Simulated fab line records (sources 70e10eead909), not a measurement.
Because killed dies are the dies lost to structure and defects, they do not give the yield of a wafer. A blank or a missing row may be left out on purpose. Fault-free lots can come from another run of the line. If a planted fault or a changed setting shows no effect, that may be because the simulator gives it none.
fab line records	flow nand-harc
record lots=24	wafers=72	last-day=34
route steps=1302 shown A_BLC@1131 A_M0@1161 A_M1@1182
lots with no fault: from the same line, run without faults
start-h: start of the lot's first displayed wafer, in hours after the record's first day	wait-h: how many hours have passed since the lot's step before this one	" repeats the value in the row above	L1.1+2: several wafers, shown together as one row	- no value, or no start was given	* or withheld: withheld	< > ~ a bound
route shown NAME@n: a module of which the file shows steps, and the number in the route of the first	usual: average and standard deviation across the fault-free wafers	same: alike in all rows	chamber/n: place in a boat	sites: the reading at each site	_std_site: how widely they spread, as a standard deviation	_edge_site: inner sites' mean taken away from outer sites' mean	radius-mm: how far each site lies from the wafer's centre	mask NAME#n: copy n	behind: the most recent tool/chamber to have shaped the wafer	hold: reason for holding the lot/hours on hold/outcome of the hold	device: transistor that didn't switch, given as n, p or np	end of line: tests run on the same wafers once the route is complete	where a step has no rows: the recipe by itself	killed: the dies lost at the first sort to structure and to defects; this is not the yield of the wafer	map: shows each die of a wafer: x if killed, . if not, _ if none is there
set.NAME: the setting the step ran with; set.NAME@STEP: the setting that earlier step ran with	model.NAME: the simulator's own value behind a step, which no gauge read
a sample of lots followed through the steps of the route, with each step as a table and each wafer as a row
services: a tool's chamber out of use, with start hour (start-h, from the record's first day; less than 0 if before it), hours out, and reason
## steps
# step NHARC_A_BLC_ALD_23
# recipe target-thk-a=30	pulse-time-s=1	ald-cycles=150	temp-c=450	material=TiN
# usual heater-power-w=1056/110	precursor-pulse-height-rel=1.002/0.022
lot.wafer	tool	chamber	start-h	wait-h	heater-power-w	precursor-pulse-height-rel	since-wet-clean-h
L074.2	ald-metal-04	3	529.72	-	1137	1.017	46
L074.6	"	3	"	"	1159	1.004	-
L074.5	"	0	"	"	1050	0.990	-
L077.1	ald-metal-01	2	537.59	-	1292	0.989	2
L077.4	"	3	"	"	1054	0.970	2
L077.5	"	3	"	"	1098	1.024	-
L075.1	ald-metal-04	1	539.02	-	906	0.998	55
L075.2	"	2	"	"	909	0.987	55
L075.5	"	1	"	"	876	0.999	-
L076.3	ald-metal-03	0	541.70	-	1129	1.022	142
L076.4	"	1	"	"	1043	1.016	142
L076.1	"	2	"	"	1217	0.993	142
L078.2	ald-metal-03	3	560.08	-	1023	1.032	160
L078.1	"	0	"	"	1091	1.005	160
L078.5	"	2	"	"	1205	1.031	-
L079.2	ald-metal-04	3	574.73	-	1145	0.992	91
L079.5	"	1	"	"	888	0.956	-
L079.6	"	3	"	"	1174	1.016	-
L080.2	ald-metal-04	1	587.21	-	876	0.978	103
L080.1	"	3	"	"	1145	1.039	103
L080.5	"	1	"	"	889	1.001	-
L081.4	ald-metal-03	1	610.48	-	993	1.024	33
L081.2	"	2	"	"	1237	1.026	33
L081.1	"	3	"	"	992	0.970	33
L082.2	ald-metal-04	2	616.33	-	910	0.953	132
L082.3	"	3	"	"	1148	1.016	132
L082.5	"	3	"	"	1168	1.025	-
L083.2	ald-metal-01	3	619.10	-	1049	0.996	83
L083.5	"	2	"	"	1277	0.997	-
L083.6	"	3	"	"	1056	0.997	-
L084.1	ald-metal-04	3	625.41	-	1117	0.984	141
L084.3	"	0	"	"	1028	1.044	141
L084.5	"	2	"	"	912	0.982	-
L086.4	ald-metal-01	2	628.30	-	1306	1.019	92
L086.6	"	0	"	"	1060	1.045	-
L086.5	"	1	"	"	975	0.946	-
L085.2	ald-metal-04	0	636.86	-	1041	1.003	153
L085.1	"	2	"	"	916	0.951	153
L085.6	"	0	"	"	1051	1.013	-
L088.3	ald-metal-03	1	655.34	-	986	1.017	77
L088.1	"	2	"	"	1252	0.973	77
L088.6	"	1	"	"	978	0.989	-
L089.3	ald-metal-03	2	660.02	-	1267	0.999	82
L089.6	"	1	"	"	982	1.008	-
L089.5	"	2	"	"	1250	0.973	-
L087.3	ald-metal-04	0	663.14	-	977	0.989	1
L087.1	"	1	"	"	949	1.006	1
L087.5	"	1	"	"	949	1.006	-
L091.3	ald-metal-01	0	691.06	-	1064	0.960	155
L091.1	"	2	"	"	1318	0.992	155
L091.6	"	1	"	"	1001	1.016	-
L090.3	ald-metal-04	3	692.64	-	1105	0.979	31
L090.1	"	0	"	"	986	1.021	31
L090.5	"	2	"	"	970	1.001	-
L092.4	ald-metal-04	1	710.33	-	955	0.997	48
L092.3	"	3	"	"	1149	1.036	48
L092.6	"	1	"	"	919	0.996	-
L093.1	ald-metal-03	2	710.76	-	1231	1.014	133
L093.4	"	0	"	"	1138	0.996	133
L093.6	"	1	"	"	967	0.987	-
L095.4	ald-metal-03	0	725.02	-	1145	1.021	147
L095.1	"	2	"	"	1250	0.999	147
L095.5	"	0	"	"	1132	1.017	-
L094.1	ald-metal-04	0	725.96	-	1042	0.978	64
L094.3	"	2	"	"	960	0.980	64
L094.4	"	3	"	"	1151	0.980	64
L097.4	ald-metal-04	0	759.95	-	1004	1.024	98
L097.2	"	1	"	"	965	1.039	98
L097.5	"	0	"	"	989	0.988	-
L096.3	ald-metal-01	3	762.86	-	1120	1.019	49
L096.2	"	1	"	"	1046	0.994	49
L096.5	"	2	"	"	1286	1.024	-
# step NHARC_A_M0_ANNEAL_30
# recipe temp-c=225	time-s=90
# usual wafer_temp_C_max=225.90/0.24
lot.wafer	tool	chamber	start-h	wait-h	wafer_temp_C_max
L074.2	rtp-anneal-01	0	533.68	0.4	225.87
L074.5	"	0	"	"	225.94
L074.6	"	0	"	"	226.06
L077.1	rtp-anneal-01	0	541.42	-	225.85
L077.4	"	0	"	"	226.23
L077.5	"	0	"	"	225.84
L075.1	rtp-anneal-01	0	542.89	0.3	226.01
L075.2	"	0	"	"	225.88
L075.5	"	0	"	"	225.95
L076.1	rtp-anneal-02	0	545.54	0.3	225.93
L076.3	"	0	"	"	225.71
L076.4	"	0	"	"	226.11
L078.1	rtp-anneal-01	0	563.93	0.3	225.88
L078.2	"	0	"	"	226.12
L078.5	"	0	"	"	225.95
L079.2	rtp-anneal-02	0	578.68	-	225.73
L079.5	"	0	"	"	226.07
L079.6	"	0	"	"	225.81
L080.1	rtp-anneal-02	0	591.25	0.3	225.96
L080.2	"	0	"	"	225.66
L080.5	"	0	"	"	225.86
L081.1	rtp-anneal-01	0	614.48	-	225.69
L081.2	"	0	"	"	226.52
L081.4	"	0	"	"	226.04
L082.2	rtp-anneal-02	0	620.31	0.3	225.57
L082.3	"	0	"	"	225.75
L082.5	"	0	"	"	225.79
L083.2	rtp-anneal-01	0	623.02	0.3	225.88
L083.5	"	0	"	"	225.94
L083.6	"	0	"	"	225.69
L084.1	rtp-anneal-02	0	629.36	-	225.89
L084.3	"	0	"	"	225.87
L084.5	"	0	"	"	225.80
L086.4	rtp-anneal-01	0	632.30	0.4	225.72
L086.5	"	0	"	"	226.36
L086.6	"	0	"	"	225.92
L085.1	rtp-anneal-01	0	640.71	0.3	225.90
L085.2	"	0	"	"	225.90
L085.6	"	0	"	"	225.85
L088.1	rtp-anneal-02	0	659.79	0.3	225.92
L088.3	"	0	"	"	225.82
L088.6	"	0	"	"	225.62
L089.3	rtp-anneal-02	0	663.99	0.3	225.63
L089.5	"	0	"	"	225.67
L089.6	"	0	"	"	225.80
L087.1	rtp-anneal-02	0	667.15	-	225.76
L087.3	"	0	"	"	225.87
L087.5	"	0	"	"	225.79
L091.1	rtp-anneal-02	0	695.12	0.3	225.87
L091.3	"	0	"	"	225.63
L091.6	"	0	"	"	226.01
L090.1	rtp-anneal-02	0	696.50	0.3	225.68
L090.3	"	0	"	"	225.66
L090.5	"	0	"	"	225.71
L092.3	rtp-anneal-02	0	714.21	0.3	225.66
L092.4	"	0	"	"	225.75
L092.6	"	0	"	"	226.07
L093.1	rtp-anneal-02	0	714.65	0.3	225.86
L093.4	"	0	"	"	225.80
L093.6	"	0	"	"	225.92
L095.1	rtp-anneal-01	0	728.98	0.3	226.59
L095.4	"	0	"	"	225.92
L095.5	"	0	"	"	226.30
L094.1	rtp-anneal-01	0	729.92	-	226.08
L094.3	"	0	"	"	225.94
L094.4	"	0	"	"	226.40
L097.2	rtp-anneal-01	0	763.75	-	225.71
L097.4	"	0	"	"	226.43
L097.5	"	0	"	"	225.74
L096.2	rtp-anneal-02	0	766.78	-	225.88
L096.3	"	0	"	"	225.75
L096.5	"	0	"	"	225.86
# step NHARC_A_M1_DESCUM_14
# recipe time-s=3	o2-flow-sccm=200	ar-flow-sccm=0	bias-power-w=0	chemistry=O2
# usual drypump-motor-current-A=5.7/0.51	mfc-ar-sccm=0.013/0.014	oes-product-au=0.995/0.0095	rf-vpp-V=57.8/0.84	showerhead-plenum-p-Torr=1.91/0.068	throttle-valve-pct=11.312/0.0098
lot.wafer	tool	chamber	start-h	wait-h	drypump-motor-current-A	mfc-ar-sccm	oes-product-au	rf-hours-counter-h	rf-vpp-V	showerhead-plenum-p-Torr	throttle-valve-pct
L074.2	rie-diel-03	0	536.06	0.1	5.4	0	1.015	4.8	57.6	1.94	11.299
L074.6	"	0	"	"	5.5	0	1.017	-	57.4	1.94	11.303
L074.5	"	1	"	"	6.1	0.039	1.000	-	58.4	1.92	11.305
L077.1	rie-diel-05	2	543.83	0.1	5.5	0.034	1.004	3.0	57.3	2.03	11.322
L077.4	"	3	"	"	5.5	0.011	1.006	3.0	58.4	1.83	11.297
L077.5	"	1	"	"	4.9	0.005	0.996	-	58.7	1.94	11.318
L075.1	rie-diel-05	1	545.31	0.1	4.9	0.005	0.986	2.9	57.9	1.94	11.307
L075.2	"	2	"	"	5.5	0.034	1.013	3.0	59.3	2.03	11.317
L075.5	"	3	"	"	5.6	0.011	0.994	-	57.9	1.83	11.326
L076.1	rie-diel-03	3	547.82	0.1	6.1	0.011	0.993	5.4	59.8	1.81	11.306
L076.4	"	0	"	"	5.5	0	1.013	5.8	58.8	1.94	11.311
L076.3	"	1	"	"	6.0	0.039	0.991	5.2	58.8	1.92	11.318
L078.1	rie-diel-02	2	566.22	0.1	4.9	0	1.003	8.8	57.7	1.89	11.307
L078.2	"	3	"	"	6.4	0	1.014	9.2	58.7	1.99	11.314
L078.5	"	0	"	"	5.1	0.008	0.974	-	58.1	1.81	11.315
L079.2	rie-diel-03	1	581.03	0.1	6.1	0.039	0.995	6.7	57.7	1.92	11.337
L079.6	"	1	"	"	6.0	0.039	0.983	-	57.6	1.92	11.309
L079.5	"	3	"	"	6.1	0.011	0.988	-	59.3	1.81	11.316
L080.1	rie-diel-05	1	593.81	0.1	4.9	0.005	0.977	0	58.8	1.94	11.285
L080.2	"	2	"	"	5.5	0.034	0.994	0	57.9	2.03	11.310
L080.5	"	0	"	"	6.3	0	0.999	-	57.6	1.88	11.301
L081.1	rie-diel-02	1	616.88	0.1	6.1	0.021	0.996	2.6	57.8	1.99	11.327
L081.4	"	2	"	"	4.9	0	0.988	2.6	58.5	1.89	11.309
L081.2	"	0	"	"	5.1	0.008	0.997	2.4	56.1	1.81	11.304
L082.2	rie-diel-03	0	622.55	0.1	5.4	0	0.999	9.0	58.1	1.94	11.301
L082.3	"	1	"	"	6.1	0.039	0.978	8.6	57.4	1.92	11.314
L082.5	"	3	"	"	6.2	0.011	0.978	-	58.1	1.81	11.326
L083.2	rie-diel-05	0	625.26	0.1	6.3	0	0.994	1.0	56.9	1.88	11.293
L083.5	"	0	"	"	6.3	0	0.986	-	57.7	1.88	11.323
L083.6	"	1	"	"	4.9	0.005	0.982	-	56.9	1.94	11.339
L084.1	rie-diel-02	0	631.67	0.1	5.1	0.008	0.995	2.9	58.7	1.81	11.302
L084.3	"	1	"	"	6.1	0.021	0.993	3.3	58.1	1.99	11.313
L084.5	"	2	"	"	4.9	0	0.988	-	58.2	1.89	11.298
L086.4	rie-diel-05	3	634.47	0.1	5.6	0.011	1.003	1.3	58.6	1.83	11.307
L086.6	"	2	"	"	5.5	0.034	0.998	-	59.3	2.03	11.315
L086.5	"	3	"	"	5.6	0.011	0.992	-	57.4	1.83	11.302
L085.1	rie-diel-02	2	643.12	0.1	4.9	0	0.992	4.2	57.3	1.89	11.321
L085.2	"	0	"	"	5.1	0.008	1.003	4.3	57.1	1.81	11.321
L085.6	"	2	"	"	4.9	0	0.994	-	57.4	1.89	11.307
L088.1	rie-diel-03	2	662.06	0.1	5.9	0.032	0.995	0.8	58.4	1.93	11.296
L088.3	"	0	"	"	5.5	0	1.005	0.8	57.7	1.94	11.314
L088.6	"	1	"	"	6.1	0.039	0.983	-	57.8	1.92	11.305
L089.3	rie-diel-03	3	666.54	0.1	6.1	0.011	0.997	1.2	56.7	1.81	11.327
L089.6	"	1	"	"	6.0	0.039	0.983	-	56.3	1.92	11.301
L089.5	"	2	"	"	5.9	0.032	0.985	-	55.6	1.93	11.307
L087.1	rie-diel-02	3	669.46	0.1	6.4	0	1.005	5.4	58.7	1.98	11.303
L087.3	"	1	"	"	6.0	0.021	0.998	5.2	56.6	1.99	11.310
L087.5	"	0	"	"	5.1	0.008	0.986	-	55.2	1.81	11.323
L091.1	rie-diel-05	2	697.53	0.1	5.5	0.034	0.997	3.0	57.8	2.03	11.306
L091.3	"	0	"	"	6.3	0	0.995	2.5	59.0	1.88	11.303
L091.6	"	2	"	"	5.5	0.034	0.992	-	58.2	2.03	11.331
L090.3	rie-diel-05	1	699.06	0.1	4.9	0.005	0.976	3.1	58.6	1.94	11.302
L090.1	"	2	"	"	5.5	0.034	1.001	3.1	59.8	2.03	11.314
L090.5	"	1	"	"	4.9	0.005	0.981	-	57.3	1.94	11.312
L092.3	rie-diel-02	1	716.80	0.1	6.1	0.021	0.985	7.5	57.0	1.99	11.318
L092.4	"	2	"	"	4.9	0	0.980	8.0	58.4	1.89	11.306
L092.6	"	1	"	"	6.1	0.021	0.999	-	59.7	1.99	11.324
L093.1	rie-diel-03	2	717.05	0.1	6.0	0.032	1.001	4.0	58.8	1.93	11.307
L093.4	"	3	"	"	6.1	0.011	1.001	4.5	57.2	1.81	11.316
L093.6	"	2	"	"	6.0	0.032	1.001	-	56.8	1.93	11.320
L095.4	rie-diel-05	1	731.24	0.1	4.9	0.005	0.980	3.8	59.0	1.94	11.312
L095.1	"	3	"	"	5.6	0.011	0.992	3.4	57.8	1.83	11.312
L095.5	"	1	"	"	4.9	0.005	0.977	-	58.1	1.94	11.330
L094.3	rie-diel-03	3	732.34	0.1	6.1	0.011	0.994	5.1	57.4	1.81	11.288
L094.1	"	0	"	"	5.5	0	1.009	5.3	58.4	1.94	11.318
L094.4	"	3	"	"	6.1	0.011	0.990	-	57.6	1.81	11.307
L097.2	rie-diel-02	3	766.12	0.1	6.5	0	1.007	0.1	57.8	1.98	11.314
L097.5	"	0	"	"	5.1	0.008	1.003	-	57.9	1.81	11.309
L097.4	"	1	"	"	6.1	0.021	0.992	-	58.8	1.99	11.313
L096.2	rie-diel-02	0	769.13	0.1	5.1	0.008	1.002	1.0	57.2	1.81	11.309
L096.3	"	1	"	"	6.0	0.021	1.002	1.1	57.3	1.99	11.307
L096.5	"	1	"	"	6.0	0.021	0.995	-	58.2	1.99	11.328
# step NHARC_A_M1_PVD_21
# recipe target-thk-a=300	chamber-pressure-pa=5	power-w=5000	substrate-temp-c=30	time-s=20.49	material=Cu
# usual throttle-valve-pct=29.4/0.93
lot.wafer	tool	chamber	start-h	wait-h	throttle-valve-pct
L074.2	pvd-sputter-03	-	-	-	29.3
L074.6	"	-	"	"	29.7
L074.5	"	-	"	"	29.0
L077.4	pvd-sputter-03	-	-	-	29.1
L077.1	"	-	"	"	28.3
L077.5	"	-	"	"	29.9
L075.2	pvd-sputter-02	-	-	-	28.3
L075.1	"	-	"	"	28.5
L075.5	"	-	"	"	29.6
L076.4	pvd-sputter-02	-	-	-	28.2
L076.3	"	-	"	"	28.9
L076.1	"	-	"	"	30.6
L078.1	pvd-sputter-02	-	-	-	29.5
L078.2	"	-	"	"	29.0
L078.5	"	-	"	"	30.6
L079.2	pvd-sputter-02	-	-	-	28.1
L079.6	"	-	"	"	27.9
L079.5	"	-	"	"	28.8
L080.2	pvd-sputter-03	-	-	-	29.7
L080.1	"	-	"	"	29.6
L080.5	"	-	"	"	29.9
L081.4	pvd-sputter-02	-	-	-	29.6
L081.1	"	-	"	"	30.9
L081.2	"	-	"	"	28.3
L082.2	pvd-sputter-03	-	-	-	29.8
L082.3	"	-	"	"	29.4
L082.5	"	-	"	"	30.2
L083.2	pvd-sputter-02	-	-	-	29.6
L083.5	"	-	"	"	30.8
L083.6	"	-	"	"	28.2
L084.1	pvd-sputter-01	-	-	-	29.9
L084.3	"	-	"	"	31.1
L084.5	"	-	"	"	31.4
L086.4	pvd-sputter-02	-	-	-	28.0
L086.6	"	-	"	"	28.8
L086.5	"	-	"	"	29.5
L085.1	pvd-sputter-03	-	-	-	29.5
L085.2	"	-	"	"	28.1
L085.6	"	-	"	"	29.3
L088.3	pvd-sputter-02	-	-	-	29.3
L088.1	"	-	"	"	28.3
L088.6	"	-	"	"	29.3
L089.3	pvd-sputter-03	-	-	-	28.2
L089.5	"	-	"	"	30.0
L089.6	"	-	"	"	29.3
L087.3	pvd-sputter-01	-	-	-	31.1
L087.1	"	-	"	"	31.1
L087.5	"	-	"	"	30.8
L091.3	pvd-sputter-03	-	-	-	29.8
L091.1	"	-	"	"	29.0
L091.6	"	-	"	"	29.9
L090.3	pvd-sputter-02	-	-	-	28.3
L090.1	"	-	"	"	29.5
L090.5	"	-	"	"	28.3
L092.4	pvd-sputter-03	-	-	-	29.1
L092.3	"	-	"	"	28.0
L092.6	"	-	"	"	29.5
L093.4	pvd-sputter-01	-	-	-	31.3
L093.1	"	-	"	"	30.9
L093.6	"	-	"	"	31.6
L095.4	pvd-sputter-03	-	-	-	28.8
L095.1	"	-	"	"	28.4
L095.5	"	-	"	"	28.4
L094.3	pvd-sputter-02	-	-	-	30.0
L094.1	"	-	"	"	28.4
L094.4	"	-	"	"	30.0
L097.4	pvd-sputter-02	-	-	-	29.9
L097.2	"	-	"	"	29.1
L097.5	"	-	"	"	30.3
L096.2	pvd-sputter-03	-	-	-	28.3
L096.3	"	-	"	"	28.2
L096.5	"	-	"	"	28.4
# step NHARC_A_M1_ANNEAL_31
# recipe temp-c=225	time-s=90
# usual wafer_temp_C_max=225.93/0.23
lot.wafer	tool	chamber	start-h	wait-h	wafer_temp_C_max
L074.2	rtp-anneal-01	0	537.87	0.3	225.78
L074.5	"	0	"	"	225.98
L074.6	"	0	"	"	225.88
L077.1	rtp-anneal-01	0	545.57	0.3	225.89
L077.4	"	0	"	"	225.95
L077.5	"	0	"	"	226.16
L075.1	rtp-anneal-01	0	547.09	0.3	226.39
L075.2	"	0	"	"	226.27
L075.5	"	0	"	"	226.25
L076.1	rtp-anneal-01	0	549.57	0.3	226.04
L076.3	"	0	"	"	226.05
L076.4	"	0	"	"	225.98
L078.1	rtp-anneal-01	0	567.99	-	226.35
L078.2	"	0	"	"	226.18
L078.5	"	0	"	"	225.85
L079.2	rtp-anneal-01	0	582.93	0.3	226.18
L079.5	"	0	"	"	225.68
L079.6	"	0	"	"	225.77
L080.1	rtp-anneal-02	0	595.59	0.3	225.78
L080.2	"	0	"	"	225.94
L080.5	"	0	"	"	225.88
L081.1	rtp-anneal-02	0	618.71	0.3	225.79
L081.2	"	0	"	"	225.50
L081.4	"	0	"	"	225.67
L082.2	rtp-anneal-01	0	624.36	0.3	225.66
L082.3	"	0	"	"	225.89
L082.5	"	0	"	"	225.63
L083.2	rtp-anneal-02	0	627.12	0.4	225.92
L083.5	"	0	"	"	225.90
L083.6	"	0	"	"	225.72
L084.1	rtp-anneal-02	0	633.44	0.3	225.63
L084.3	"	0	"	"	226.26
L084.5	"	0	"	"	225.98
L086.4	rtp-anneal-01	0	636.38	0.4	226.23
L086.5	"	0	"	"	226.13
L086.6	"	0	"	"	226.08
L085.1	rtp-anneal-01	0	644.99	-	225.99
L085.2	"	0	"	"	225.93
L085.6	"	0	"	"	225.79
L088.1	rtp-anneal-01	0	663.81	-	225.68
L088.3	"	0	"	"	226.03
L088.6	"	0	"	"	225.78
L089.3	rtp-anneal-02	0	668.44	0.3	225.62
L089.5	"	0	"	"	225.65
L089.6	"	0	"	"	225.63
L087.1	rtp-anneal-02	0	671.27	0.3	225.94
L087.3	"	0	"	"	225.80
L087.5	"	0	"	"	225.87
L091.1	rtp-anneal-01	0	699.32	-	226.12
L091.3	"	0	"	"	225.75
L091.6	"	0	"	"	225.64
L090.1	rtp-anneal-01	0	700.81	-	226.00
L090.3	"	0	"	"	225.83
L090.5	"	0	"	"	226.33
L092.3	rtp-anneal-01	0	718.67	-	225.80
L092.4	"	0	"	"	225.85
L092.6	"	0	"	"	225.91
L093.1	rtp-anneal-02	0	718.85	0.3	225.98
L093.4	"	0	"	"	226.06
L093.6	"	0	"	"	225.81
L095.1	rtp-anneal-02	0	732.99	0.3	226.20
L095.4	"	0	"	"	225.66
L095.5	"	0	"	"	226.05
L094.1	rtp-anneal-02	0	734.19	-	225.60
L094.3	"	0	"	"	225.83
L094.4	"	0	"	"	225.73
L097.2	rtp-anneal-02	0	768.02	-	225.79
L097.4	"	0	"	"	225.62
L097.5	"	0	"	"	225.81
L096.2	rtp-anneal-01	0	771.04	-	226.24
L096.3	"	0	"	"	225.91
L096.5	"	0	"	"	226.03
# step NHARC_A_M1_DEP_33
# recipe target-thk-a=300	temp-c=370	target-thk-nm=30	pressure-torr=3	flow-sccm=200	rf-w=450	material=SiCN
# usual heater-power-w=550/61
lot.wafer	tool	chamber	start-h	wait-h	heater-power-w	since-wet-clean-h
L074.2	pecvd-01	1	538.80	0.1	528	33
L074.5	"	1	"	"	531	-
L074.6	"	2	"	"	546	-
L077.1	pecvd-01	1	546.56	0.1	443	41
L077.4	"	1	"	"	452	-
L077.5	"	0	"	"	504	-
L075.2	pecvd-01	1	548.05	0.1	476	43
L075.1	"	0	"	"	496	43
L075.5	"	2	"	"	572	-
L076.1	pecvd-04	0	550.53	0.1	550	88
L076.3	"	1	"	"	472	88
L076.4	"	1	"	"	477	-
L078.2	pecvd-04	2	569.00	0.1	540	106
L078.1	"	0	"	"	501	106
L078.5	"	0	"	"	495	-
L079.2	pecvd-01	0	583.91	0.1	622	79
L079.6	"	0	"	"	611	-
L079.5	"	1	"	"	529	-
L080.1	pecvd-04	1	596.55	0.1	500	134
L080.2	"	0	"	"	451	134
L080.5	"	1	"	"	494	-
L081.1	pecvd-01	1	619.74	0.1	531	114
L081.2	"	2	"	"	616	114
L081.4	"	2	"	"	624	-
L082.3	pecvd-02	0	625.30	0.1	560	23
L082.2	"	2	"	"	573	23
L082.5	"	2	"	"	568	-
L083.2	pecvd-04	0	628.10	0.1	510	165
L083.6	"	2	"	"	587	-
L083.5	"	1	"	"	434	-
L084.3	pecvd-02	1	634.41	0.1	615	32
L084.1	"	0	"	"	574	32
L084.5	"	2	"	"	573	-
L086.5	pecvd-01	1	637.50	0.2	449	-
L086.4	"	2	"	"	607	-
L086.6	"	0	"	"	566	-
L085.1	pecvd-02	2	646.01	0.1	561	44
L085.2	"	0	"	"	551	44
L085.6	"	0	"	"	551	-
L088.1	pecvd-01	1	664.80	0.1	452	159
L088.3	"	2	"	"	618	159
L088.6	"	1	"	"	448	-
L089.3	pecvd-04	2	669.37	0.1	561	25
L089.6	"	2	"	"	564	-
L089.5	"	0	"	"	438	-
L087.1	pecvd-01	2	672.27	0.1	532	167
L087.3	"	0	"	"	617	167
L087.5	"	1	"	"	522	-
L091.1	pecvd-02	2	700.38	0.1	591	98
L091.3	"	0	"	"	610	-
L091.6	"	0	"	"	610	-
L090.1	pecvd-02	2	701.88	0.1	558	100
L090.3	"	0	"	"	595	-
L090.5	"	0	"	"	603	-
L092.3	pecvd-04	2	719.56	0.1	507	76
L092.4	"	1	"	"	379	-
L092.6	"	2	"	"	514	-
L093.1	pecvd-01	0	719.81	0.1	557	33
L093.6	"	0	"	"	564	-
L093.4	"	1	"	"	546	-
L095.1	pecvd-01	0	733.99	0.1	596	48
L095.5	"	0	"	"	603	-
L095.4	"	1	"	"	461	-
L094.3	pecvd-01	1	735.15	0.1	557	49
L094.1	"	2	"	"	665	49
L094.4	"	0	"	"	576	-
L097.2	pecvd-02	2	769.01	0.1	611	167
L097.5	"	0	"	"	562	-
L097.4	"	1	"	"	621	-
L096.3	pecvd-01	1	772.24	0.1	528	86
L096.2	"	2	"	"	614	86
L096.5	"	2	"	"	605	-
## services
tool	chamber	start-h	hours	kind
pecvd-01	-	516.96	1.6	repair
rie-diel-05	3	520.03	8.8	repair
pvd-sputter-03	-	526.24	10.0	pm
rie-diel-05	-	538.62	0.5	repair
ald-metal-04	2	552.29	30.5	repair
pvd-sputter-03	-	565.98	6.6	repair
rie-diel-02	-	570.70	9.0	pm
rie-diel-03	2	577.78	11.9	repair
rie-diel-05	-	583.60	9.0	pm
ald-metal-04	1	590.77	40.5	repair
rie-diel-05	-	609.48	2.6	repair
pvd-sputter-03	-	613.73	5.3	repair
rie-diel-03	-	635.30	9.0	pm
pvd-sputter-02	-	638.01	10.0	pm
rie-diel-05	3	638.59	13.1	repair
ald-metal-04	-	652.00	10.0	pm
rie-diel-02	1	653.34	3.3	repair
pecvd-01	0	653.65	6.4	repair
rie-diel-05	0	659.51	8.4	repair
pvd-sputter-02	-	673.42	1.4	repair
pecvd-01	-	673.45	13.0	pm
pvd-sputter-03	-	704.33	10.0	pm
pecvd-01	-	713.92	0.9	repair
rtp-anneal-02	-	744.00	12.0	pm
## key
fault none
